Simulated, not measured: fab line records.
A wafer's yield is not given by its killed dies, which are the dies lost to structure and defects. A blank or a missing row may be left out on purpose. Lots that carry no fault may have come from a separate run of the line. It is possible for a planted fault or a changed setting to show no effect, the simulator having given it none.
fab line records / flow n5Finfet
record lots=4 wafers=11 lastDay=16
route steps=1938 shown BEOL_M13@1665 PASSIVATION@1936
lots untouched by any fault: they come from a run of this same line in which no faults occurred
startH: hours from the record's opening day to when the first of the lot's shown wafers began / waitH: how many hours have passed since the lot's step before this one / " the same as in the row above / L1.1+2: a row that stands for several wafers / - no value present, or no start provided / * or withheld: withheld / < > ~ a bound
route shown NAME@n: a module of which the file shows steps, and the number in the route of the first / usual: mean and standard deviation over wafers with no fault / same: alike in all rows / chamber/n: place in a boat / sites: readings site by site / _std_site: the values' standard deviation / _edge_site: inner sites' mean taken away from outer sites' mean / radiusMm: for every site, how far away it sits from the centre of the wafer / mask NAME#n: copy n / behind: tool/chamber where the wafer was last shaped / hold: what put the lot on hold/how long, in hours/how the hold closed / device: names the non-switching transistor (n, p or np) / end of line: the tests these same wafers got at the end of their route / a step given without rows: its recipe and nothing more / killed: dies that structure and defects cost at the first sort, which is not the same as the wafer's yield / map: the dies of a wafer, with x for killed, . for not killed, _ for no die there
set.NAME: setting as actually run; set.NAME@STEP: the setting as run at that earlier step / model.NAME: the simulator's own value behind a step, which no gauge read
lots seen at some steps along the route; tables by step, rows by wafer
## steps
# step N5_BEOL_M13_EXPOSE_07
# recipe maskId=V12 na=0.93 sourceShape=conventional sigmaOuter=0.6 polarization=unpolarized attpsmPhaseDeg=180 doseMj=24.8
# step N5_BEOL_M13_PEB_08
# recipe pebTempC=130 pebTimeS=90
# step N5_BEOL_M13_DEVELOP_09
# recipe developTimeS=45 rinseLiquid=diw dry=airSpin devTempC=21
# step N5_BEOL_M13_HARDBAKE_14
# recipe tempC=130 timeS=120
# step N5_BEOL_M13_DESCUM_15
# recipe chemistry=O2 timeS=7.9 sourcePowerW=50 biasPowerW=20 pressureMtorr=20 rfFrequencyHz=2.712e+07 tempC=40 o2FlowSccm=225
# step N5_BEOL_M13_ETCH_59
# recipe chemistry=N2/H2 target=BARC targetDepthA=890 overetchA=267 timeS=67.9 ionEnergyEv=200 pressureMtorr=30 sourceW=840 biasW=150 n2FlowSccm=200 h2FlowSccm=200
# step N5_BEOL_M13_VIA_ETCH_16
# recipe chemistry=C4F8/O2/Ar target=SiOC pressureMtorr=30 sourceW=3000 biasW=700 Ar_flow_sccm=400 C4F8_flow_sccm=15 O2_flow_sccm=8 heInnerTorr=15 heOuterTorr=30 targetDepthA=9217 timeS=withheld ionEnergyEv=250 ends=cleared
# step N5_BEOL_M13_STRIP_63
# recipe chemistry=N2/H2 powerW=1000 tempC=250 h2Frac=0.65 overashFraction=0.3 pressureMtorr=1000 n2FlowSccm=1750 h2FlowSccm=3250
# step N5_BEOL_M13_STRIP_64
# recipe chemistry=N2/H2 powerW=1000 tempC=250 h2Frac=0.65 overashFraction=0.3 pressureMtorr=withheld n2FlowSccm=1750 h2FlowSccm=3250
# step N5_BEOL_M13_STRIP_71
# recipe chemistry=postEtchResidueRemover timeS=60 tempC=25 removerPh=withheld removerWaterWtPct=withheld removerFluorideWtPct=withheld
lot.wafer=L433.4+5 tool=wetBench-01 chamber=6,2 startH=285.09 waitH=0.0
lot.wafer=L439.2+3+4 tool=wetBench-01 chamber=0,2,5 startH=325.88 waitH=0.1
lot.wafer=L442.1+3+4 tool=wetBench-01 chamber=2,1,0 startH=334.23 waitH=0.1
lot.wafer=L446.1+3+4 tool=wetBench-05 chamber=3,7,1 startH=351.72 waitH=0.1
# step N5_BEOL_M13_SRD_72
# recipe timeS=30 tempC=23 rinseLiquid=diw dry=n2Spin spinRpm=1500 dryTimeS=30
# step N5_BEOL_M13_COAT_65
# recipe resist=SOC tempC=250 timeS=60 spinRpm=1500 resistThkNm=350
# step N5_BEOL_M13_COAT_66
# recipe resist=SiARC tempC=220 timeS=60 spinRpm=1500 resistThkNm=110
# step N5_BEOL_M13_COAT_22
# recipe spinRpm=2888 resistThkNm=300
# step N5_BEOL_M13_EBR_24
# recipe solvent=PGMEA ebrWidthMm=1.5
# step N5_BEOL_M13_SOFTBAKE_23
# recipe tempC=130 timeS=60
# step N5_BEOL_M13_EXPOSE_25
# recipe maskId=M13 na=0.93 sourceShape=conventional sigmaOuter=0.4 polarization=unpolarized targetCdNm=210 doseMj=22
# step N5_BEOL_M13_PEB_26
# recipe pebTempC=130 pebTimeS=90
# step N5_BEOL_M13_DEVELOP_27
# recipe developTimeS=45 rinseLiquid=diw dry=airSpin devTempC=21
# step N5_BEOL_M13_HARDBAKE_32
# recipe tempC=130 timeS=120
# step N5_BEOL_M13_INSPECT_30
# recipe mode=adi inspectInstrument=macro
# usual rawDefectCount=1.7/1.3
lot.wafer=L433.4 tool=defectInspect-02 chamber=- startH=285.54 waitH=0.0 rawDefectCount=1
lot.wafer=L433.5 tool=defectInspect-02 chamber=- startH=285.54 waitH=0.0 rawDefectCount=1
lot.wafer=L439.2 tool=defectInspect-02 chamber=- startH=326.33 waitH=0.0 rawDefectCount=>300
lot.wafer=L439.3 tool=defectInspect-02 chamber=- startH=326.33 waitH=0.0 rawDefectCount=>300
lot.wafer=L439.4 tool=defectInspect-02 chamber=- startH=326.33 waitH=0.0 rawDefectCount=>300
lot.wafer=L442.1 tool=defectInspect-01 chamber=- startH=334.79 waitH=0.0 rawDefectCount=>300
lot.wafer=L442.3 tool=defectInspect-01 chamber=- startH=334.79 waitH=0.0 rawDefectCount=>300
lot.wafer=L442.4 tool=defectInspect-01 chamber=- startH=334.79 waitH=0.0 rawDefectCount=>300
lot.wafer=L446.1 tool=defectInspect-02 chamber=- startH=352.29 waitH=0.0 rawDefectCount=1
lot.wafer=L446.3 tool=defectInspect-02 chamber=- startH=352.29 waitH=0.0 rawDefectCount=2
lot.wafer=L446.4 tool=defectInspect-02 chamber=- startH=352.29 waitH=0.0 rawDefectCount=1
# step N5_BEOL_M13_DESCUM_33
# recipe chemistry=O2 timeS=7.9 sourcePowerW=50 biasPowerW=20 pressureMtorr=20 rfFrequencyHz=2.712e+07 tempC=40 o2FlowSccm=225
# step N5_PASSIVATION_PROBE_49
# usual defectLimitedYield=91.2/1.4 killed_at_M0_to_M3=32/9.3 killed_at_M4_up=14/4.9 killedAtContacts=15/7.5 killedAtFrontEnd=40/11 killedAtOther=4/3.3 killedDies=104/17 killedOpen=68/14 killedShort=33/7.9 sort_bin_5_function=5.2/0.99 sort_bin_6_memory=3.2/0.65 sort_bin_8_speed=0.03/0.19 sortNPass=1076/17 sortYieldPct=91.1/1.5
# same grossDies=1180 killedAtBackSide=0 sort_bin_4_leakage[%]=0
lot.wafer=L439.2 tool=prober-01 chamber=- startH=356.37 waitH=0.1 defectLimitedYield[%]=80.3 killed_at_M0_to_M3=46 killed_at_M4_up=123 killedAtContacts=15 killedAtFrontEnd=46 killedAtOther=2 killedDies=232 killedOpen=89 killedShort=31 sort_bin_5_function[%]=13.1 sort_bin_6_memory[%]=4.7 sort_bin_8_speed[%]=0 sortNPass=948 sortYieldPct[%]=80.3
lot.wafer=L439.3 tool=prober-01 chamber=- startH=356.42 waitH=0.1 defectLimitedYield[%]=85.3 killed_at_M0_to_M3=27 killed_at_M4_up=96 killedAtContacts=6 killedAtFrontEnd=43 killedAtOther=2 killedDies=174 killedOpen=54 killedShort=34 sort_bin_5_function[%]=10.2 sort_bin_6_memory[%]=2.8 sort_bin_8_speed[%]=0 sortNPass=1006 sortYieldPct[%]=85.3
lot.wafer=L439.4 tool=prober-01 chamber=- startH=356.47 waitH=0.2 defectLimitedYield[%]=85.5 killed_at_M0_to_M3=22 killed_at_M4_up=110 killedAtContacts=10 killedAtFrontEnd=28 killedAtOther=1 killedDies=171 killedOpen=43 killedShort=21 sort_bin_5_function[%]=8.3 sort_bin_6_memory[%]=2.9 sort_bin_8_speed[%]=0 sortNPass=1009 sortYieldPct[%]=85.5
lot.wafer=L442.1 tool=prober-01 chamber=- startH=365.86 waitH=0.0 defectLimitedYield[%]=84.4 killed_at_M0_to_M3=26 killed_at_M4_up=114 killedAtContacts=12 killedAtFrontEnd=25 killedAtOther=7 killedDies=184 killedOpen=60 killedShort=24 sort_bin_5_function[%]=10.1 sort_bin_6_memory[%]=3.8 sort_bin_8_speed[%]=0 sortNPass=996 sortYieldPct[%]=84.4
lot.wafer=L442.3 tool=prober-01 chamber=- startH=365.96 waitH=0.1 defectLimitedYield[%]=82.8 killed_at_M0_to_M3=26 killed_at_M4_up=122 killedAtContacts=20 killedAtFrontEnd=32 killedAtOther=3 killedDies=203 killedOpen=61 killedShort=25 sort_bin_5_function[%]=10.9 sort_bin_6_memory[%]=4.5 sort_bin_8_speed[%]=0 sortNPass=977 sortYieldPct[%]=82.8
lot.wafer=L442.4 tool=prober-01 chamber=- startH=366.01 waitH=0.2 defectLimitedYield[%]=79.0 killed_at_M0_to_M3=29 killed_at_M4_up=132 killedAtContacts=7 killedAtFrontEnd=50 killedAtOther=30 killedDies=248 killedOpen=63 killedShort=24 sort_bin_5_function[%]=12.4 sort_bin_6_memory[%]=5.2 sort_bin_8_speed[%]=0 sortNPass=932 sortYieldPct[%]=79.0
# killed by level:class
L439.2 BEOL_M13:unspecified=111 STI_FIN_REVEAL:geometricParticle:open=13 MOL_CONTACT_COAG:geometricParticle:open=12 BEOL_M1:geometricParticle:open=12 BEOL_M0_SAQP:geometricParticle:short=10 BEOL_M4:geometricParticle:open=9 BEOL_M0_SAQP:geometricParticle:open=7 DUMMY_GATE:geometricParticle:open=6
L439.3 BEOL_M13:unspecified=85 STI_FIN_REVEAL:geometricParticle:open=17 BEOL_M1:geometricParticle:open=7 BEOL_M0_SAQP:geometricParticle:short=6 MOL_CONTACT_COAG:geometricParticle:open=5 FIN_SAQP:geometricParticle:open=4 ILD0:geometricParticle:short=4 BEOL_M0_SAQP:geometricParticle:open=4
L439.4 BEOL_M13:unspecified=97 HKMG_FIN:areaEtch=10 MOL_CONTACT_COAG:geometricParticle:open=8 DUMMY_GATE:geometricParticle:open=6 BEOL_M1:geometricParticle:open=6 BEOL_M3:geometricParticle:open=6 FIN_SAQP:geometricParticle:short=4 BEOL_M0_SAQP:geometricParticle:open=4
L442.1 BEOL_M13:unspecified=94 BEOL_M4:geometricParticle:open=10 STI_FIN_REVEAL:geometricParticle:open=8 MOL_CONTACT_COAG:geometricParticle:open=8 BEOL_M2:geometricParticle:open=6 PASSIVATION:areaEtch=6 BEOL_M3:geometricParticle:open=5 MOL_CONTACT_COAG:geometricParticle:short=4
L442.3 BEOL_M13:unspecified=114 MOL_CONTACT_COAG:geometricParticle:open=18 STI_FIN_REVEAL:geometricParticle:open=7 BEOL_M0_SAQP:geometricParticle:short=7 BEOL_M0_SAQP:geometricParticle:open=6 FIN_SAQP:geometricParticle:open=5 BEOL_M3:geometricParticle:open=5 GATE_CUT:geometricParticle:open=4
L442.4 BEOL_M13:unspecified=117 PASSIVATION:areaEtch=27 HKMG_FIN:areaEtch=16 STI_FIN_REVEAL:geometricParticle:open=11 BEOL_M4:geometricParticle:open=9 BEOL_M0_SAQP:geometricParticle:short=8 BEOL_M0_SAQP:geometricParticle:open=6 MOL_CONTACT_COAG:geometricParticle:open=5
# map L439.2 (x killed, . not)
_________________............________________
______________x.......x.x......._____________
___________x..............x........__________
__________..x..x.........x.....x...._________
________.......x...............x....x._______
_______.......xx............x..........______
______...........x.x.....x....x..x......_____
_____.............x.....x..x.............____
____..x..x..............x...xx.x..........___
___....xx...............x................x.__
___..............x...........x..........x..__
__...xx.......................x....x.x......_
__........x..x...........x.x.x......x.x...x._
_....x......x....x.............x..xx........x
_.x.....x.......xx.........x.xxxx.xxxx.xx....
_..................x.......x.xxxxxxxxxx.x.x..
_..xx.x..............xx..x...xxxxxxxxxxx.x...
_.......x.....x....x.......x.xxxxxxxxxxx.xx..
_......................x....xxxxxxxxxxx......
_x.....x...x...x............xxxxxxxxxxx.x....
_...x.........x......x.....xxxxxxxxxxxx.xx.x.
__.....x..x......x..x.......x.xxxxxxx.xx.x.._
__....x........x..........x..xxx.xxxxx.x...._
___...x...x........xx..x..xx.xxx..xx.x....x__
___...................xx..x....x...........__
____....................x..x..........x...___
_____.x..x...............................____
______........x.........x..x.......x...._____
_______.....x...x...x....x.............______
________...........x...x...x.........._______
__________...........x.............._________
___________..........x.............__________
______________.........x........_____________
_________________....xx......________________
# map L442.4 (x killed, . not)
_________________..........xx________________
______________.......x......xxxx_____________
___________..x...........x...x.xxxx__________
__________xx...x.........x.......xxx_________
________xx..x....x..................xx_______
_______x.................x...........xx______
______.x....x.......x.............x....._____
_____x....xx...x.....................x...____
____x........x.x.........x.x...x..x.......___
___........................................__
___.......x.............x.................x__
__x.......................x...x.....x...x.xx_
__.............................x..x..x.....x_
_........x..........x..........x...xxx...x.xx
_....x....x.............xx.x...xxx.xx.x......
_........................x..x..xxxxxxxx.x....
_.......x...................xxxxxxxxxxxx.....
_.........x.x.x.x........x..xxxxxxxxxxx......
_..x.x..........x..x.......xxxxxxxxxxxxx.x...
_.............x........x...xxxxxxxxxxxx.x....
_......x.....x.x...........x.xxxxxxxxxxx.x...
__........x..x..........xxxxxxxxxxxxxxx..xx._
__........x....x..............xxxxxxx..x...x_
___x....x...........x.........xx.x..xxxx...__
___.....................xx....xx.x.x.x.....__
____..x..................xxx...x.........x___
_____...........x.x.x............x..x....____
______........x...........x..x.........._____
_______................................______
________.......x..xxx..........x..x..._______
__________.......x..........x......._________
___________.x..............x..x....__________
______________..x.........x...x._____________
_________________x......x..x.________________
## key
firstSign step=N5_BEOL_M13_INSPECT_30 reading=rawDefectCount direction=up sigmas=99+ usual=1.7 struck=>300
effect step=N5_PASSIVATION_PROBE_49 reading=killed_at_M4_up direction=up sigmas=21 usual=14 struck=116
moreKillsBornAt N5_BEOL_M13_STRIP_71@wetBench-01=618
metAt N5_BEOL_M13_STRIP_71
struckWafers L439.2,L439.3,L439.4,L442.1,L442.3,L442.4
baselineLoss step=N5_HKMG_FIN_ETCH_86 wafers=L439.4
baselineLoss step=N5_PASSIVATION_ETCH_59 wafers=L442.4
onsetBetween 285.09 325.88
fault kind=chamberParticleSource tool=wetBench-01 chamber=- onsetH=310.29 steps=N5_BEOL_M13_STRIP_71 ratePerVisitCm2=0.65249 endH=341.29
# baselineLoss: these wafers lose ten dies or more at that step, a loss of the line's own and not of a fault; the sort's usual values leave them out
